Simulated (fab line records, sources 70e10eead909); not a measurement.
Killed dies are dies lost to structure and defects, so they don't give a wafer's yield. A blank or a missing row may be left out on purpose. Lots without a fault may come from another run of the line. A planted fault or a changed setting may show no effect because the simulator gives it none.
Which tool did it? | flow nand_harc | 22 lots, 66 wafers sampled, at 6 steps of a route of 1302

WHAT THE GAUGES READ, wafer by wafer
The record holds no reading of a measuring or inspecting step that can be judged against a usual standard deviation.

WHICH TOOL RAN EACH LOT (tool, then ch and the chambers of the sampled wafers, then the start)
lot  | NHARC_A_CONTACT_STRIP_55                      | NHARC_A_CONTACT_ETCH_76                       | NHARC_A_CONTACT_ETCH_131             | NHARC_A_CONTACT_ETCH_97                       | NHARC_A_CONTACT_ETCH_30                       | NHARC_A_CONTACT_ETCH_135
L075 | rie_diel-12 ch 1,2,3, day 22 05:22 or earlier | rie_diel-08 ch 0,3, day 22 05:22 or earlier   | har_cap_etch-03 ch 0,1, day 22 05:22 | rie_diel-08 ch 1,2, day 22 12:53 or earlier   | rie_diel-05 ch 2,3, day 22 12:53 or earlier   | har_cap_etch-01 ch 0,1, day 22 12:53
L076 | rie_diel-12 ch 0,2,3, day 22 14:34 or earlier | rie_diel-08 ch 1,2,3, day 22 14:34 or earlier | har_cap_etch-02 ch 0,1, day 22 14:34 | rie_diel-08 ch 0,1,2, day 22 21:46 or earlier | rie_diel-08 ch 1,2, day 22 21:46 or earlier   | har_cap_etch-02 ch 0,1, day 22 21:46
L077 | rie_diel-12 ch 2,3, day 22 19:34 or earlier   | rie_diel-05 ch 0,1, day 22 19:34 or earlier   | har_cap_etch-03 ch 1, day 22 19:34   | rie_diel-05 ch 0,1, day 23 02:27 or earlier   | rie_diel-08 ch 0,3, day 23 02:27 or earlier   | har_cap_etch-03 ch 0,1, day 23 02:27
L078 | rie_diel-05 ch 1,2,3, day 22 21:31 or earlier | rie_diel-08 ch 0,1,3, day 22 21:31 or earlier | har_cap_etch-01 ch 0,1, day 22 21:31 | rie_diel-08 ch 2,3, day 23 03:46 or earlier   | rie_diel-08 ch 0,1,2, day 23 03:46 or earlier | har_cap_etch-01 ch 0,1, day 23 03:46
L081 | rie_diel-08 ch 0,1, day 24 18:28 or earlier   | rie_diel-05 ch 1,2,3, day 24 18:28 or earlier | har_cap_etch-01 ch 0,1, day 24 18:28 | rie_diel-08 ch 0,3, day 25 00:54 or earlier   | rie_diel-08 ch 0,2,3, day 25 00:54 or earlier | har_cap_etch-01 ch 0,1, day 25 00:54
L080 | rie_diel-05 ch 0,1,3, day 24 19:50 or earlier | rie_diel-05 ch 0,1,3, day 24 19:50 or earlier | har_cap_etch-03 ch 0,1, day 24 19:50 | rie_diel-05 ch 2,3, day 25 02:11 or earlier   | rie_diel-08 ch 0,1,3, day 25 02:11 or earlier | har_cap_etch-03 ch 0,1, day 25 02:11
L082 | rie_diel-12 ch 1,3, day 25 10:19 or earlier   | rie_diel-08 ch 1,2, day 25 10:19 or earlier   | har_cap_etch-02 ch 0,1, day 25 10:19 | rie_diel-08 ch 1,2,3, day 25 17:14 or earlier | rie_diel-08 ch 1,2, day 25 17:14 or earlier   | har_cap_etch-02 ch 0,1, day 25 17:14
L084 | rie_diel-12 ch 1,3, day 26 02:41 or earlier   | rie_diel-12 ch 0,2, day 26 02:41 or earlier   | har_cap_etch-02 ch 0,1, day 26 02:41 | rie_diel-12 ch 0,2,3, day 26 03:59            | rie_diel-08 ch 1,2, day 26 12:05 or earlier   | har_cap_etch-01 ch 0,1, day 26 12:05
L083 | rie_diel-12 ch 0,2,3, day 26 07:35 or earlier | rie_diel-05 ch 1,2,3, day 26 07:35 or earlier | har_cap_etch-02 ch 0,1, day 26 07:35 | rie_diel-12 ch 0,2, day 26 08:53              | rie_diel-08 ch 1,2,3, day 26 18:56 or earlier | har_cap_etch-03 ch 0,1, day 26 18:56
L085 | rie_diel-08 ch 1,2, day 26 09:33 or earlier   | rie_diel-05 ch 0,2,3, day 26 09:33 or earlier | har_cap_etch-03 ch 1, day 26 09:33   | rie_diel-12 ch 2,3, day 26 10:49              | rie_diel-12 ch 0,2,3, day 27 00:29 or earlier | har_cap_etch-02 ch 0,1, day 27 00:29
L087 | rie_diel-08 ch 0,2,3, day 26 18:32 or earlier | rie_diel-08 ch 0,1,2, day 26 18:32 or earlier | har_cap_etch-02 ch 0,1, day 26 18:32 | rie_diel-08 ch 0,2,3, day 27 02:47 or earlier | rie_diel-05 ch 0,1,3, day 27 02:47 or earlier | har_cap_etch-01 ch 0,1, day 27 02:47
L086 | rie_diel-08 ch 1,2, day 26 21:11 or earlier   | rie_diel-08 ch 0,3, day 26 21:11 or earlier   | har_cap_etch-01 ch 0,1, day 26 21:11 | rie_diel-08 ch 0,1, day 27 04:49 or earlier   | rie_diel-08 ch 0,3, day 27 04:49 or earlier   | har_cap_etch-02 ch 0,1, day 27 04:49
L089 | rie_diel-08 ch 0,1,2, day 27 13:40 or earlier | rie_diel-08 ch 0,1,2, day 27 13:40 or earlier | har_cap_etch-03 ch 0,1, day 27 13:40 | rie_diel-05 ch 0,1,2, day 27 21:17 or earlier | rie_diel-08 ch 0,1,2, day 27 21:17 or earlier | har_cap_etch-01 ch 0,1, day 27 21:17
L088 | rie_diel-08 ch 1,2,3, day 27 17:07 or earlier | rie_diel-08 ch 0,2,3, day 27 17:07 or earlier | har_cap_etch-02 ch 0,1, day 27 17:07 | rie_diel-08 ch 0,1, day 27 18:27              | rie_diel-12 ch 0,1,3, day 27 23:36 or earlier | har_cap_etch-03 ch 0,1, day 27 23:36
L090 | rie_diel-08 ch 0,2,3, day 28 14:43 or earlier | rie_diel-08 ch 1,2,3, day 28 14:43 or earlier | har_cap_etch-03 ch 0,1, day 28 14:43 | rie_diel-12 ch 1,3, day 28 21:25 or earlier   | rie_diel-05 ch 1,2,3, day 28 21:25 or earlier | har_cap_etch-01 ch 0,1, day 28 21:25
L091 | rie_diel-08 ch 0,1,3, day 28 16:19 or earlier | rie_diel-08 ch 0,2,3, day 28 16:19 or earlier | har_cap_etch-02 ch 0,1, day 28 16:19 | rie_diel-05 ch 0,1,3, day 28 23:09 or earlier | rie_diel-08 ch 1,2,3, day 28 23:09 or earlier | har_cap_etch-03 ch 0,1, day 28 23:09
L093 | rie_diel-12 ch 1,2,3, day 29 21:04 or earlier | rie_diel-08 ch 0,1, day 29 21:04 or earlier   | har_cap_etch-02 ch 0,1, day 29 21:04 | rie_diel-08 ch 0,1, day 29 22:20              | rie_diel-08 ch 0,2,3, day 30 05:17 or earlier | har_cap_etch-01 ch 0,1, day 30 05:17
L094 | rie_diel-08 ch 0,1, day 30 00:47 or earlier   | rie_diel-12 ch 1,3, day 30 00:47 or earlier   | har_cap_etch-01 ch 0,1, day 30 00:47 | rie_diel-08 ch 1,2,3, day 30 07:46 or earlier | rie_diel-08 ch 1,2,3, day 30 07:46 or earlier | har_cap_etch-03 ch 0,1, day 30 07:46
L092 | rie_diel-12 ch 1,3, day 30 02:39 or earlier   | rie_diel-08 ch 0,3, day 30 02:39 or earlier   | har_cap_etch-03 ch 1, day 30 02:39   | rie_diel-08 ch 1,3, day 30 09:25 or earlier   | rie_diel-05 ch 1,2,3, day 30 09:25 or earlier | har_cap_etch-02 ch 1, day 30 09:25
L095 | rie_diel-08 ch 1,2,3, day 30 16:19 or earlier | rie_diel-05 ch 1,3, day 30 16:19 or earlier   | har_cap_etch-03 ch 0,1, day 30 16:19 | rie_diel-12 ch 0,1,3, day 31 00:54 or earlier | rie_diel-05 ch 0,1,2, day 31 00:54 or earlier | har_cap_etch-03 ch 0, day 31 00:54
L096 | rie_diel-12 ch 1,2,3, day 30 19:31 or earlier | rie_diel-08 ch 0,1,3, day 30 19:31 or earlier | har_cap_etch-02 ch 0,1, day 30 19:31 | rie_diel-08 ch 1,2,3, day 31 02:23 or earlier | rie_diel-08 ch 0,1,2, day 31 02:23 or earlier | har_cap_etch-02 ch 0,1, day 31 02:23
L097 | rie_diel-08 ch 0,1,2, day 31 07:55 or earlier | rie_diel-05 ch 0,2,3, day 31 07:55 or earlier | har_cap_etch-03 ch 0,1, day 31 07:55 | rie_diel-12 ch 1,2,3, day 31 14:44 or earlier | rie_diel-12 ch 0,1,2, day 31 14:44 or earlier | har_cap_etch-01 ch 0,1, day 31 14:44
- NHARC_A_CONTACT_STRIP_55: strips in O2.
- NHARC_A_CONTACT_ETCH_76: etches the open film in N2/H2, target depth 260 nm, time 475.3 s.
- NHARC_A_CONTACT_ETCH_131: etches the open film in C4F8/O2/Ar, time 197 s, target depth 1918 nm.
- NHARC_A_CONTACT_ETCH_97: etches the open film in C4F6/O2, target depth 20 nm, time 10 s.
- NHARC_A_CONTACT_ETCH_30: etches the open film in CF4/CHF3, target depth 72.6 nm, time 36.3 s.
- NHARC_A_CONTACT_ETCH_135: etches the open film in C4F8/O2/Ar, time 311 s, target depth 1912 nm.

WHAT THE TOOLS THEMSELVES READ (means of the sampled wafers that have a number; where no wafer has one, the mark that the record gives instead)
NHARC_A_CONTACT_STRIP_55. Usual: drypump_motor_current_A 5.91 A, standard deviation 0.24; oes_product_au 0.993 a.u., standard deviation 0.014; rf_vpp_V 57.7 V, standard deviation 0.91; showerhead_plenum_p_Torr 3.45 Torr, standard deviation 0.097; throttle_valve_pct 17.037 %, standard deviation 0.0086.
lot  | tool        | drypump_motor_current_A (A) | oes_product_au (a.u.) | rf_vpp_V (V) | showerhead_plenum_p_Torr (Torr) | throttle_valve_pct (%) | flag
L075 | rie_diel-12 | 5.74                        | 0.994                 | 57.9         | 3.46                            | 17.037                 |
L076 | rie_diel-12 | 5.74                        | 0.984                 | 57.0         | 3.42                            | 17.043                 |
L077 | rie_diel-12 | 5.67                        | 0.970                 | 57.6         | 3.40                            | 17.038                 |
L078 | rie_diel-05 | 5.97                        | 1.008                 | 56.4         | 3.39                            | 17.035                 |
L081 | rie_diel-08 | 6.06                        | 1.006                 | 57.3         | 3.54                            | 17.038                 |
L080 | rie_diel-05 | 5.76                        | 1.000                 | 57.5         | 3.37                            | 17.044                 |
L082 | rie_diel-12 | 5.67                        | 0.992                 | 58.7         | 3.39                            | 17.042                 |
L084 | rie_diel-12 | 5.68                        | 0.994                 | 57.7         | 3.39                            | 17.035                 |
L083 | rie_diel-12 | 5.74                        | 0.974                 | 58.2         | 3.40                            | 17.040                 |
L085 | rie_diel-08 | 6.15                        | 0.995                 | 57.3         | 3.55                            | 17.041                 |
L087 | rie_diel-08 | 6.01                        | 0.990                 | 58.1         | 3.48                            | 17.040                 |
L086 | rie_diel-08 | 6.26                        | 0.981                 | 57.9         | 3.56                            | 17.042                 |
L089 | rie_diel-08 | 6.16                        | 0.995                 | 58.0         | 3.55                            | 17.042                 |
L088 | rie_diel-08 | 6.03                        | 0.998                 | 57.1         | 3.47                            | 17.031                 |
L090 | rie_diel-08 | 6.02                        | 0.987                 | 58.6         | 3.47                            | 17.036                 |
L091 | rie_diel-08 | 5.91                        | 0.995                 | 56.9         | 3.45                            | 17.038                 |
L093 | rie_diel-12 | 5.75                        | 0.992                 | 58.0         | 3.43                            | 17.047                 |
L094 | rie_diel-08 | 6.06                        | 0.994                 | 58.5         | 3.52                            | 17.032                 |
L092 | rie_diel-12 | 5.74                        | 0.995                 | 57.7         | 3.43                            | 17.038                 |
L095 | rie_diel-08 | 6.01                        | 0.981                 | 58.1         | 3.46                            | 17.046                 |
L096 | rie_diel-12 | 5.75                        | 0.991                 | 57.7         | 3.42                            | 17.032                 |
L097 | rie_diel-08 | 6.14                        | 0.993                 | 57.8         | 3.54                            | 17.038                 |

NHARC_A_CONTACT_ETCH_76. Usual: drypump_motor_current_A 5.92 A, standard deviation 0.27; oes_product_au 0.996 a.u., standard deviation 0.011; rf_vpp_V 429.0 V, standard deviation 2; showerhead_plenum_p_Torr 1.99 Torr, standard deviation 0.066; throttle_valve_pct 14.170 %, standard deviation 0.0097.
lot  | tool        | drypump_motor_current_A (A) | oes_product_au (a.u.) | rf_vpp_V (V) | showerhead_plenum_p_Torr (Torr) | throttle_valve_pct (%) | flag
L075 | rie_diel-08 | 5.77                        | 0.992                 | 428.9        | 1.96                            | 14.180                 |
L076 | rie_diel-08 | 6.00                        | 1.003                 | 429.7        | 2.01                            | 14.175                 |
L077 | rie_diel-05 | 5.62                        | 0.985                 | 428.0        | 1.95                            | 14.175                 |
L078 | rie_diel-08 | 5.91                        | 1.003                 | 429.5        | 2.00                            | 14.161                 |
L081 | rie_diel-05 | 5.99                        | 1.011                 | 427.4        | 1.95                            | 14.167                 |
L080 | rie_diel-05 | 5.75                        | 0.991                 | 427.4        | 1.94                            | 14.172                 |
L082 | rie_diel-08 | 6.25                        | 0.993                 | 431.7        | 2.06                            | 14.172                 |
L084 | rie_diel-12 | 5.83                        | 0.990                 | 428.7        | 1.97                            | 14.168                 |
L083 | rie_diel-05 | 5.98                        | 1.003                 | 428.2        | 1.95                            | 14.174                 |
L085 | rie_diel-05 | 5.75                        | 0.998                 | 428.9        | 1.97                            | 14.170                 |
L087 | rie_diel-08 | 6.16                        | 1.000                 | 430.5        | 2.05                            | 14.173                 |
L086 | rie_diel-08 | 5.77                        | 0.991                 | 427.8        | 1.95                            | 14.167                 |
L089 | rie_diel-08 | 6.16                        | 0.986                 | 430.8        | 2.05                            | 14.164                 |
L088 | rie_diel-08 | 6.02                        | 0.993                 | 428.9        | 2.01                            | 14.164                 |
L090 | rie_diel-08 | 6.01                        | 0.994                 | 429.3        | 2.00                            | 14.175                 |
L091 | rie_diel-08 | 6.00                        | 0.999                 | 428.9        | 2.01                            | 14.169                 |
L093 | rie_diel-08 | 6.05                        | 0.992                 | 430.3        | 2.04                            | 14.173                 |
L094 | rie_diel-12 | 5.68                        | 0.990                 | 427.5        | 1.94                            | 14.168                 |
L092 | rie_diel-08 | 5.75                        | 0.998                 | 428.1        | 1.94                            | 14.167                 |
L095 | rie_diel-05 | 5.95                        | 0.996                 | 425.8        | 1.89                            | 14.166                 |
L096 | rie_diel-08 | 5.90                        | 0.993                 | 429.0        | 1.99                            | 14.169                 |
L097 | rie_diel-05 | 5.76                        | 1.000                 | 428.0        | 1.95                            | 14.172                 |

NHARC_A_CONTACT_ETCH_97. Usual: drypump_motor_current_A 5.91 A, standard deviation 0.25; oes_product_au 0.956 a.u., standard deviation 0.024; rf_vpp_V 545.2 V, standard deviation 2.3; showerhead_plenum_p_Torr 3.84 Torr, standard deviation 0.11; throttle_valve_pct 26.902 %, standard deviation 0.0088.
lot  | tool        | drypump_motor_current_A (A) | oes_product_au (a.u.) | rf_vpp_V (V) | showerhead_plenum_p_Torr (Torr) | throttle_valve_pct (%) | flag
L075 | rie_diel-08 | 6.19                        | 0.974                 | 547.0        | 3.95                            | 26.905                 |
L076 | rie_diel-08 | 6.14                        | 0.947                 | 547.1        | 3.96                            | 26.908                 |
L077 | rie_diel-05 | 5.64                        | 0.922                 | 544.2        | 3.77                            | 26.902                 |
L078 | rie_diel-08 | 5.90                        | 0.968                 | 544.4        | 3.79                            | 26.896                 |
L081 | rie_diel-08 | 5.92                        | 0.944                 | 545.7        | 3.86                            | 26.896                 |
L080 | rie_diel-05 | 5.97                        | 0.959                 | 544.3        | 3.82                            | 26.914                 |
L082 | rie_diel-08 | 6.03                        | 0.956                 | 545.3        | 3.86                            | 26.900                 |
L084 | rie_diel-12 | 5.76                        | 0.928                 | 544.1        | 3.79                            | 26.910                 |
L083 | rie_diel-12 | 5.84                        | 0.938                 | 545.1        | 3.80                            | 26.906                 |
L085 | rie_diel-12 | 5.66                        | 0.929                 | 544.2        | 3.77                            | 26.910                 |
L087 | rie_diel-08 | 6.03                        | 0.940                 | 545.9        | 3.87                            | 26.901                 |
L086 | rie_diel-08 | 6.05                        | 0.941                 | 547.1        | 3.93                            | 26.905                 |
L089 | rie_diel-05 | 5.85                        | 1.001                 | 543.0        | 3.76                            | 26.903                 |
L088 | rie_diel-08 | 6.07                        | 0.968                 | 546.6        | 3.93                            | 26.906                 |
L090 | rie_diel-12 | 5.68                        | 0.996                 | 543.7        | 3.76                            | 26.898                 |
L091 | rie_diel-05 | 5.77                        | 0.993                 | 543.0        | 3.73                            | 26.897                 |
L093 | rie_diel-08 | 6.07                        | 0.941                 | 546.8        | 3.92                            | 26.899                 |
L094 | rie_diel-08 | 6.01                        | 0.955                 | 545.5        | 3.85                            | 26.905                 |
L092 | rie_diel-08 | 5.92                        | 0.967                 | 544.4        | 3.83                            | 26.894                 |
L095 | rie_diel-12 | 5.76                        | 0.998                 | 543.9        | 3.77                            | 26.901                 |
L096 | rie_diel-08 | 6.02                        | 0.939                 | 545.7        | 3.85                            | 26.904                 |
L097 | rie_diel-12 | 5.73                        | 0.963                 | 544.5        | 3.81                            | 26.902                 |

NHARC_A_CONTACT_ETCH_30. Usual: cf4_flow_sccm 99.97 sccm, standard deviation 0.3; chf3_flow_sccm 30.01 sccm, standard deviation 0.088; drypump_motor_current_A 5.94 A, standard deviation 0.27; oes_product_au 0.931 a.u., standard deviation 0.021; rf_vpp_V 369.6 V, standard deviation 1.8; showerhead_plenum_p_Torr 1.54 Torr, standard deviation 0.047; throttle_valve_pct 16.803 %, standard deviation 0.0092.
lot  | tool        | cf4_flow_sccm (sccm) | chf3_flow_sccm (sccm) | drypump_motor_current_A (A) | oes_product_au (a.u.) | rf_vpp_V (V) | showerhead_plenum_p_Torr (Torr) | throttle_valve_pct (%) | flag
L075 | rie_diel-05 | 99.90                | 29.90                 | 5.88                        | 0.925                 | 369.3        | 1.52                            | 16.790                 |
L076 | rie_diel-08 | 100.05               | 29.97                 | 6.14                        | 0.938                 | 371.1        | 1.59                            | 16.800                 |
L077 | rie_diel-08 | 100.04               | 30.00                 | 5.91                        | 0.919                 | 370.1        | 1.55                            | 16.805                 |
L078 | rie_diel-08 | 99.93                | 29.98                 | 6.14                        | 0.920                 | 371.1        | 1.59                            | 16.807                 |
L081 | rie_diel-08 | 100.05               | 30.04                 | 5.99                        | 0.964                 | 369.6        | 1.55                            | 16.803                 |
L080 | rie_diel-08 | 99.88                | 30.02                 | 5.90                        | 0.920                 | 369.9        | 1.54                            | 16.804                 |
L082 | rie_diel-08 | 100.11               | 29.98                 | 6.24                        | 0.920                 | 371.0        | 1.59                            | 16.805                 |
L084 | rie_diel-08 | 99.78                | 30.08                 | 6.23                        | 0.917                 | 370.8        | 1.59                            | 16.811                 |
L083 | rie_diel-08 | 99.92                | 30.00                 | 6.00                        | 0.907                 | 370.9        | 1.55                            | 16.812                 |
L085 | rie_diel-12 | 99.84                | 29.99                 | 5.75                        | 0.907                 | 368.8        | 1.51                            | 16.807                 |
L087 | rie_diel-05 | 100.22               | 30.01                 | 5.75                        | 0.969                 | 368.2        | 1.49                            | 16.793                 |
L086 | rie_diel-08 | 99.95                | 30.07                 | 5.76                        | 0.928                 | 367.5        | 1.51                            | 16.798                 |
L089 | rie_diel-08 | 99.79                | 29.95                 | 6.14                        | 0.920                 | 371.0        | 1.58                            | 16.806                 |
L088 | rie_diel-12 | 100.01               | 30.07                 | 5.73                        | 0.964                 | 367.9        | 1.51                            | 16.805                 |
L090 | rie_diel-05 | 99.93                | 30.00                 | 5.98                        | 0.921                 | 367.6        | 1.50                            | 16.798                 |
L091 | rie_diel-08 | 99.91                | 29.95                 | 6.01                        | 0.918                 | 369.4        | 1.54                            | 16.797                 |
L093 | rie_diel-08 | 99.69                | 30.03                 | 5.99                        | 0.963                 | 370.4        | 1.54                            | 16.805                 |
L094 | rie_diel-08 | 99.80                | 30.09                 | 6.00                        | 0.917                 | 370.4        | 1.54                            | 16.792                 |
L092 | rie_diel-05 | 100.04               | 29.97                 | 5.97                        | 0.932                 | 368.3        | 1.50                            | 16.796                 |
L095 | rie_diel-05 | 100.08               | 30.03                 | 5.84                        | 0.931                 | 367.5        | 1.50                            | 16.806                 |
L096 | rie_diel-08 | 100.11               | 29.96                 | 6.13                        | 0.961                 | 371.4        | 1.58                            | 16.812                 |
L097 | rie_diel-12 | 99.75                | 30.08                 | 5.81                        | 0.915                 | 370.1        | 1.53                            | 16.804                 |

THE ANSWER, worked out from the rows above alone
Rule: a lot is off if the mean of its wafers that have a number lies more than 3 standard deviations from the usual mean. A lot without any number at a reading at which 4 lots or more have one is off too. The other lots that the step has rows for count as sound. The gauges are gone through in route order, then the tools' own readings, and for those a lot's mean is taken as printed above. The first step at which some lot is off is used, and at that step the reading that is off furthest; a lot without a number counts as furthest.
No lot is off at any reading shown: from this, nothing can be told.

WHAT THE SIMULATOR HAD PUT IN
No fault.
